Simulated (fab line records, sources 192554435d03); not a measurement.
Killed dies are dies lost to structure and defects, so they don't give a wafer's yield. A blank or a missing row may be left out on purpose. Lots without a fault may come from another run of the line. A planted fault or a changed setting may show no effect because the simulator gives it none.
A struck lot beside a sound one | flow n5_finfet | 14 steps out of a route of 1938
Sound: wafers L722.4, L722.5, L722.6. Struck: wafers L727.1, L727.5, L727.6. The cause comes at the end.
At each step with rows: each side's tool, then ch and its chambers, then its first start. Under that, the readings that differ: sound wafers | struck wafers | difference of the means | sigmas: that difference in standard deviations of wafers without a fault.
alike: readings whose means differ by less than 2 such deviations, and words and numbers that are the same on both sides. not compared: withheld readings, readings that some wafer has no value for, bounds like >300 that may hide the same value, and numbers for which the record gives no deviation and whose values overlap.
The two part at a step that has a row with sigmas, a row that says differs or no value, or rows on one side only. Numbers that don't overlap but have no deviation are shown without sigmas and don't part them. A reading that every wafer of one side lacks parts them only if that side has two wafers or more.

first, 1 step without rows for these wafers: N5_BEOL_M13_HARDBAKE_14 (time 120 s).
N5_BEOL_M13_CD_MEAS_10: target cd 190 nm.
  sound on cd_sem-01 ch 0, day 14 13:26; struck on cd_sem-01 ch 0, day 15 07:18
  alike: cd_nm
N5_BEOL_M13_OVL_MEAS_11:
  sound on overlay-02 ch 0, day 14 13:28; struck on overlay-02 ch 0, day 15 07:20
  alike: V12_OVL
N5_BEOL_M13_INSPECT_12: inspects for defects (macro).
  sound on defect_inspect-02, day 14 13:29; struck on defect_inspect-01, day 15 07:21
  alike: raw_defect_count
N5_BEOL_M13_DESCUM_15: chemistry O2, time 7.9 s.
  sound on rie_diel-03 ch 0,1,3, day 14 13:31; struck on rie_diel-05 ch 2,3, day 15 07:23
  alike: bias_power_w, drypump_motor_current_A, oes_product_au, rf_vpp_V, showerhead_plenum_p_Torr, throttle_valve_pct
  not compared: rf_hours_counter_h
N5_BEOL_M13_ETCH_59: etches BARC in N2/H2, target depth 89 nm, overetch 26.7 nm, time 67.9 s.
  sound on rie_diel-03 ch 0,1,3, day 14 13:33; struck on rie_diel-05 ch 2,3, day 15 07:25
  alike: drypump_motor_current_A, n2_flow_sccm, oes_product_au, rf_vpp_V, showerhead_plenum_p_Torr, throttle_valve_pct
  not compared: rf_hours_counter_h
N5_BEOL_M13_VIA_ETCH_16: etches SiOC in C4F8/O2/Ar, target depth 921.7 nm.
  sound on rie_diel-03 ch 0,1,3, day 14 13:36; struck on rie_diel-05 ch 2,3, day 15 07:28
  alike: O2_flow_sccm, drypump_motor_current_A, mfc_ar_sccm, oes_product_au, rf_vpp_V, showerhead_plenum_p_Torr, throttle_valve_pct
N5_BEOL_M13_STRIP_63: strips in N2/H2.
  sound on plasma_asher-02 ch 0,1, day 14 13:52; struck on plasma_asher-02 ch 0,1, day 15 07:46
  alike: drypump_motor_current_A, heater_power_w, n2_flow_sccm, oes_product_au, strip_time_to_endpoint_s
  not compared: rf_hours_counter_h
N5_BEOL_M13_STRIP_64: strips in N2/H2.
  sound on plasma_asher-02 ch 0,1, day 14 13:56; struck on plasma_asher-02 ch 0,1, day 15 07:50
  alike: drypump_motor_current_A, heater_power_w, n2_flow_sccm, oes_product_au, strip_time_to_endpoint_s
  not compared: rf_hours_counter_h
then, 2 steps without rows for these wafers: N5_BEOL_M13_STRIP_71 (strips in post etch residue remover, time 60 s); N5_BEOL_M13_SRD_72 (time 30 s, dry time 30 s).
N5_BEOL_M13_CD_MEAS_17: target cd 190 nm.
  sound on cd_sem-01, day 14 14:04; struck on cd_sem-03, day 15 07:59
  alike: cd_nm
N5_BEOL_M13_COAT_65: time 60 s, resist thk 350 nm.
  sound on litho_track-05 ch 0, day 14 14:05; struck on litho_track-03 ch 0, day 15 08:01
  reading                  | sound                | struck               | difference | sigmas
  heater_power_total_W (W) | 500.0 501.7 497.4    | 493.8 491.1 494.6    | -6.5       | -4
  plate_temp_C (C)         | 249.89 250.01 249.93 | 247.20 247.40 247.40 | -2.61      | -14
then, 1 step without rows for these wafers: N5_BEOL_M13_COAT_66 (time 60 s, resist thk 110 nm).

WHERE THEY PART
Only at N5_BEOL_M13_COAT_65, within this record.

WHY: what the simulator had put in
Process parameter drift: litho_track-03, from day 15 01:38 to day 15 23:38, at N5_BEOL_M13_COAT_65. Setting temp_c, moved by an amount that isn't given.
